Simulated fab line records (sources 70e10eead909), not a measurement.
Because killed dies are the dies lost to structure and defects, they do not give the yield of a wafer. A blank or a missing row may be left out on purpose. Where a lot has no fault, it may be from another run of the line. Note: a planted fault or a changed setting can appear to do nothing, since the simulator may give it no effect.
The tool behind it: which one? / flow nand-harc / Sampling: 13 lots, 39 wafers, 5 of 1302 route steps

WHAT THE GAUGES READ, wafer by wafer
NHARC_END_SORT_01. Usual: killed-at-array 55, standard deviation 15; killed-at-other 1.0, standard deviation 1.2; killed-at-periphery 3.4, standard deviation 2.2; killed-dies 59, standard deviation 15; killed-open 3.2, standard deviation 2; killed-short 2.5, standard deviation 1.7.
lot=L770; measured=day 30 00:23; on=prober-02; killed-at-array=52 100 48; killed-at-other=0 0 1; killed-at-periphery=4 7 4; killed-dies=56 107 53; killed-open=4 2 7; killed-short=2 2 2; flag=

TOOL THAT RAN EACH LOT (tool first, then ch and the chambers of the sampled wafers, then the start)
lot=L755; NHARC_A_STAIRCASE_ETCH_234=rie-diel-07 ch 0,1,2, day 16 01:55; NHARC_THIN_TSV_ETCH_15=rie-si-02 ch 0,2,3, day 23 22:10; NHARC_THIN_TSV_STRIP_45=plasma-asher-02 ch 0,1, day 23 22:25; NHARC_THIN_TSV_PRE_CLEAN_54=pvd-sputter-02, day 24 02:25
lot=L756; NHARC_A_STAIRCASE_ETCH_234=rie-diel-01 ch 1,2, day 16 13:16; NHARC_THIN_TSV_ETCH_15=rie-si-01 ch 0,1,3, day 24 04:28; NHARC_THIN_TSV_STRIP_45=plasma-asher-02 ch 0,1, day 24 04:41; NHARC_THIN_TSV_PRE_CLEAN_54=pvd-sputter-02, day 24 08:28
lot=L757; NHARC_A_STAIRCASE_ETCH_234=rie-diel-01 ch 0,2,3, day 16 16:44; NHARC_THIN_TSV_ETCH_15=rie-si-01 ch 0,1,3, day 24 05:50; NHARC_THIN_TSV_STRIP_45=plasma-asher-01 ch 0,1, day 24 06:02; NHARC_THIN_TSV_PRE_CLEAN_54=pvd-sputter-02, day 24 09:52
lot=L758; NHARC_A_STAIRCASE_ETCH_234=rie-diel-07 ch 0,2,3, day 17 00:22; NHARC_THIN_TSV_ETCH_15=rie-si-04 ch 1,2,3, day 24 18:22; NHARC_THIN_TSV_STRIP_45=plasma-asher-01 ch 0,1, day 24 18:35; NHARC_THIN_TSV_PRE_CLEAN_54=pvd-sputter-01, day 24 22:31
lot=L759; NHARC_A_STAIRCASE_ETCH_234=rie-diel-07 ch 0,1,2, day 17 16:47; NHARC_THIN_TSV_ETCH_15=rie-si-04 ch 1,2,3, day 25 05:42; NHARC_THIN_TSV_STRIP_45=plasma-asher-01 ch 1, day 25 05:57; NHARC_THIN_TSV_PRE_CLEAN_54=pvd-sputter-03, day 25 09:43
lot=L760; NHARC_A_STAIRCASE_ETCH_234=rie-diel-07 ch 1,2,3, day 17 22:58; NHARC_THIN_TSV_ETCH_15=rie-si-04 ch 0,1,3, day 25 11:50; NHARC_THIN_TSV_STRIP_45=plasma-asher-02 ch 0,1, day 25 12:02; NHARC_THIN_TSV_PRE_CLEAN_54=pvd-sputter-03, day 25 16:01
lot=L761; NHARC_A_STAIRCASE_ETCH_234=rie-diel-07 ch 1,2,3, day 18 08:11; NHARC_THIN_TSV_ETCH_15=rie-si-01 ch 0,1,2, day 26 04:37; NHARC_THIN_TSV_STRIP_45=plasma-asher-01 ch 0,1, day 26 04:54; NHARC_THIN_TSV_PRE_CLEAN_54=pvd-sputter-02, day 26 08:46
lot=L762; NHARC_A_STAIRCASE_ETCH_234=rie-diel-06 ch 0,2,3, day 19 00:36; NHARC_THIN_TSV_ETCH_15=rie-si-04 ch 0,1,3, day 26 23:37; NHARC_THIN_TSV_STRIP_45=plasma-asher-01 ch 0,1, day 26 23:53; NHARC_THIN_TSV_PRE_CLEAN_54=pvd-sputter-01, day 27 03:55
lot=L769; NHARC_A_STAIRCASE_ETCH_234=rie-diel-01 ch 0,3, day 21 16:52; NHARC_THIN_TSV_ETCH_15=rie-si-04 ch 0,1,3, day 29 03:27; NHARC_THIN_TSV_STRIP_45=plasma-asher-02 ch 0,1, day 29 03:42; NHARC_THIN_TSV_PRE_CLEAN_54=pvd-sputter-02, day 29 07:34
lot=L770; NHARC_A_STAIRCASE_ETCH_234=rie-diel-07 ch 0,2,3, day 21 17:15; NHARC_THIN_TSV_ETCH_15=rie-si-01 ch 1,2, day 29 07:44; NHARC_THIN_TSV_STRIP_45=plasma-asher-02 ch 0,1, day 29 07:58; NHARC_THIN_TSV_PRE_CLEAN_54=pvd-sputter-02, day 29 11:48
lot=L775; NHARC_A_STAIRCASE_ETCH_234=rie-diel-06 ch 1,2,3, day 23 21:30; NHARC_THIN_TSV_ETCH_15=rie-si-04 ch 1,2,3, day 31 12:58; NHARC_THIN_TSV_STRIP_45=plasma-asher-02 ch 0,1, day 31 13:14; NHARC_THIN_TSV_PRE_CLEAN_54=pvd-sputter-01, day 31 17:08
lot=L777; NHARC_A_STAIRCASE_ETCH_234=rie-diel-01 ch 0,1,2, day 24 21:37; NHARC_THIN_TSV_ETCH_15=rie-si-01 ch 0,2, day 32 15:42; NHARC_THIN_TSV_STRIP_45=plasma-asher-02 ch 0,1, day 32 15:57; NHARC_THIN_TSV_PRE_CLEAN_54=pvd-sputter-02, day 32 19:43
lot=L778; NHARC_A_STAIRCASE_ETCH_234=rie-diel-06 ch 0,1,3, day 25 20:49; NHARC_THIN_TSV_ETCH_15=rie-si-02 ch 0,3, day 34 01:43; NHARC_THIN_TSV_STRIP_45=plasma-asher-02 ch 0,1, day 34 01:56; NHARC_THIN_TSV_PRE_CLEAN_54=pvd-sputter-02, day 34 05:45
- NHARC_A_STAIRCASE_ETCH_234: etches the open film in C4F8/O2, target depth 100 nm, time 40.5 s.
- NHARC_THIN_TSV_ETCH_15: target depth 3000 nm, bosch target overetch cycles 2, bosch etch step 2.8 s.
- NHARC_THIN_TSV_STRIP_45: strips in O2.
- NHARC_THIN_TSV_PRE_CLEAN_54: time 30 s.

WHAT THE TOOLS THEMSELVES READ (means of the sampled wafers that have a number; where no wafer has one, the mark that the record gives instead)
NHARC_A_STAIRCASE_ETCH_234. Usual: oes-product-au 0.944 a.u., standard deviation 0.011; rf-fwd-power-W 591.8 W, standard deviation 2.5; rf-vpp-V 898 V, standard deviation 5.6.
lot=L755; tool=rie-diel-07; oes-product-au (a.u.)=0.968; rf-fwd-power-W (W)=589.5; rf-vpp-V (V)=896; flag=
lot=L756; tool=rie-diel-01; oes-product-au (a.u.)=0.934; rf-fwd-power-W (W)=591.4; rf-vpp-V (V)=897; flag=
lot=L757; tool=rie-diel-01; oes-product-au (a.u.)=0.951; rf-fwd-power-W (W)=591.4; rf-vpp-V (V)=893; flag=
lot=L758; tool=rie-diel-07; oes-product-au (a.u.)=0.945; rf-fwd-power-W (W)=590.8; rf-vpp-V (V)=893; flag=
lot=L759; tool=rie-diel-07; oes-product-au (a.u.)=0.949; rf-fwd-power-W (W)=590.7; rf-vpp-V (V)=896; flag=
lot=L760; tool=rie-diel-07; oes-product-au (a.u.)=0.944; rf-fwd-power-W (W)=595.3; rf-vpp-V (V)=897; flag=
lot=L761; tool=rie-diel-07; oes-product-au (a.u.)=0.943; rf-fwd-power-W (W)=590.2; rf-vpp-V (V)=896; flag=
lot=L762; tool=rie-diel-06; oes-product-au (a.u.)=0.958; rf-fwd-power-W (W)=590.7; rf-vpp-V (V)=903; flag=
lot=L769; tool=rie-diel-01; oes-product-au (a.u.)=0.950; rf-fwd-power-W (W)=593.6; rf-vpp-V (V)=891; flag=
lot=L770; tool=rie-diel-07; oes-product-au (a.u.)=0.950; rf-fwd-power-W (W)=591.7; rf-vpp-V (V)=892; flag=
lot=L775; tool=rie-diel-06; oes-product-au (a.u.)=0.944; rf-fwd-power-W (W)=592.4; rf-vpp-V (V)=903; flag=
lot=L777; tool=rie-diel-01; oes-product-au (a.u.)=0.941; rf-fwd-power-W (W)=592.0; rf-vpp-V (V)=894; flag=
lot=L778; tool=rie-diel-06; oes-product-au (a.u.)=0.939; rf-fwd-power-W (W)=591.0; rf-vpp-V (V)=903; flag=

NHARC_THIN_TSV_ETCH_15. Usual: drypump-motor-current-A 5.7 A, standard deviation 0.42.
lot=L755; tool=rie-si-02; drypump-motor-current-A (A)=5.9; flag=
lot=L756; tool=rie-si-01; drypump-motor-current-A (A)=5.8; flag=
lot=L757; tool=rie-si-01; drypump-motor-current-A (A)=5.7; flag=
lot=L758; tool=rie-si-04; drypump-motor-current-A (A)=5.8; flag=
lot=L759; tool=rie-si-04; drypump-motor-current-A (A)=5.8; flag=
lot=L760; tool=rie-si-04; drypump-motor-current-A (A)=5.5; flag=
lot=L761; tool=rie-si-01; drypump-motor-current-A (A)=5.8; flag=
lot=L762; tool=rie-si-04; drypump-motor-current-A (A)=5.5; flag=
lot=L769; tool=rie-si-04; drypump-motor-current-A (A)=5.5; flag=
lot=L770; tool=rie-si-01; drypump-motor-current-A (A)=6.0; flag=
lot=L775; tool=rie-si-04; drypump-motor-current-A (A)=5.8; flag=
lot=L777; tool=rie-si-01; drypump-motor-current-A (A)=5.6; flag=
lot=L778; tool=rie-si-02; drypump-motor-current-A (A)=5.9; flag=

NHARC_THIN_TSV_STRIP_45. Usual: drypump-motor-current-A 5.2 A, standard deviation 0.42; heater-power-w 328 W, standard deviation 10.
lot=L755; tool=plasma-asher-02; drypump-motor-current-A (A)=5.2; heater-power-w (W)=325; flag=
lot=L756; tool=plasma-asher-02; drypump-motor-current-A (A)=5.2; heater-power-w (W)=329; flag=
lot=L757; tool=plasma-asher-01; drypump-motor-current-A (A)=5.0; heater-power-w (W)=320; flag=
lot=L758; tool=plasma-asher-01; drypump-motor-current-A (A)=5.0; heater-power-w (W)=325; flag=
lot=L759; tool=plasma-asher-01; drypump-motor-current-A (A)=5.1; heater-power-w (W)=328; flag=
lot=L760; tool=plasma-asher-02; drypump-motor-current-A (A)=5.6; heater-power-w (W)=330; flag=
lot=L761; tool=plasma-asher-01; drypump-motor-current-A (A)=5.0; heater-power-w (W)=319; flag=
lot=L762; tool=plasma-asher-01; drypump-motor-current-A (A)=5.0; heater-power-w (W)=320; flag=
lot=L769; tool=plasma-asher-02; drypump-motor-current-A (A)=5.6; heater-power-w (W)=338; flag=
lot=L770; tool=plasma-asher-02; drypump-motor-current-A (A)=5.5; heater-power-w (W)=334; flag=
lot=L775; tool=plasma-asher-02; drypump-motor-current-A (A)=5.6; heater-power-w (W)=336; flag=
lot=L777; tool=plasma-asher-02; drypump-motor-current-A (A)=5.6; heater-power-w (W)=333; flag=
lot=L778; tool=plasma-asher-02; drypump-motor-current-A (A)=5.6; heater-power-w (W)=338; flag=

NHARC_THIN_TSV_PRE_CLEAN_54. Usual: heater-power-w 403 W, standard deviation 20.
lot=L755; tool=pvd-sputter-02; heater-power-w (W)=386; flag=
lot=L756; tool=pvd-sputter-02; heater-power-w (W)=402; flag=
lot=L757; tool=pvd-sputter-02; heater-power-w (W)=404; flag=
lot=L758; tool=pvd-sputter-01; heater-power-w (W)=407; flag=
lot=L759; tool=pvd-sputter-03; heater-power-w (W)=408; flag=
lot=L760; tool=pvd-sputter-03; heater-power-w (W)=434; flag=
lot=L761; tool=pvd-sputter-02; heater-power-w (W)=396; flag=
lot=L762; tool=pvd-sputter-01; heater-power-w (W)=421; flag=
lot=L769; tool=pvd-sputter-02; heater-power-w (W)=388; flag=
lot=L770; tool=pvd-sputter-02; heater-power-w (W)=391; flag=
lot=L775; tool=pvd-sputter-01; heater-power-w (W)=408; flag=
lot=L777; tool=pvd-sputter-02; heater-power-w (W)=392; flag=
lot=L778; tool=pvd-sputter-02; heater-power-w (W)=397; flag=

THE ANSWER, worked out from the rows above alone
Rule: lot off if the mean of its wafers having a number is beyond 3 standard deviations from the usual mean. Also off: a lot with no number at a reading for which 4 or more lots have one. Any other lot the step has rows for is counted as sound. Order of review: gauges by route order, followed by the tools' own readings, for which a lot's mean as printed above is used. At the first step where some lot is off, the reading lying furthest off is the one used; lots without a number count as furthest.
Across all readings shown, no lot is off: no conclusion can be drawn from this.

WHAT THE SIMULATOR HAD PUT IN
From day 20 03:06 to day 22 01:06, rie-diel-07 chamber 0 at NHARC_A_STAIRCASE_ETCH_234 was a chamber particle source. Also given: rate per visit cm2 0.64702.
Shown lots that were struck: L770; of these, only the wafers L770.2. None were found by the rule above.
